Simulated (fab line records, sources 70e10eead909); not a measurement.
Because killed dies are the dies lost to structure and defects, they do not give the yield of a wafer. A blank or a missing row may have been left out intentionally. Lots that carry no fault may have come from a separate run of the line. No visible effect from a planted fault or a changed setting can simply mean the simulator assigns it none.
Chamber matching    flow nand_harc    NHARC_A_WL_FILL_ALD_10 on ald_hk-01 has 4 sister chambers
The step deposits SiO2, target thk 50 nm, pulse time 10 s, ald cycles 500. 8 wafers are shown with their chamber, then 10 later ones without.

WAFERS WITH THEIR CHAMBER
wafer   chamber  heater_power_w (W)  susceptor_temp_C (C)
L083.2  2        458                 300.31
L083.3  1        453                 299.93
L084.2  3        455                 299.95
L085.2  0        475                 300.27
L085.4  1        454                 299.64
L085.6  2        435                 300.15
L090.2  3        440                 299.87
L090.5  0        470                 299.82

WAFERS WITHOUT THEIR CHAMBER
wafer   heater_power_w (W)  susceptor_temp_C (C)
L090.6  462                 300.13
L093.1  446                 300.25
L093.2  469                 299.76
L093.5  421                 300.18
L096.2  470                 299.82
L096.3  433                 299.91
L096.6  462                 299.80
L097.2  431                 300.33
L097.4  494                 299.81
L097.6  439                 299.92

THE CHAMBER EACH PASSED THROUGH
wafer   from the rows above                in truth
L090.6  can't be placed: 0 or 2 or 3 or 1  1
L093.1  can't be placed: 2 or 3            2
L093.2  can't be placed: 0 or 1 or 3 or 2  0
L093.5  can't be placed: 2 or 3 or 1       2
L096.2  can't be placed: 0 or 1 or 3 or 2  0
L096.3  can't be placed: 3 or 2 or 1       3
L096.6  can't be placed: 1 or 3 or 0 or 2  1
L097.2  can't be placed: 2 or 3 or 1       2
L097.4  can't be placed: 0 or 1            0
L097.6  can't be placed: 3 or 1 or 2       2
Placed correctly: 0 of 10. These rows do not allow placing 10 (true chamber among the candidates in 10). 0 placed wrongly.
How it was worked out, from the rows above alone: a wafer's distance from a chamber is the root of the sum, over the readings, of the square of ((its reading less the chamber's mean) divided by the reading's scatter). If the next closest chamber is less than 2 further off than the closest, the wafer can't be placed; otherwise it belongs to the closest. The mean given for a chamber averages the wafers shown for that chamber. The scatter: the root of (the sum of the squares of (reading less its chamber's mean) over the shown wafers, divided by (wafers less chambers)).
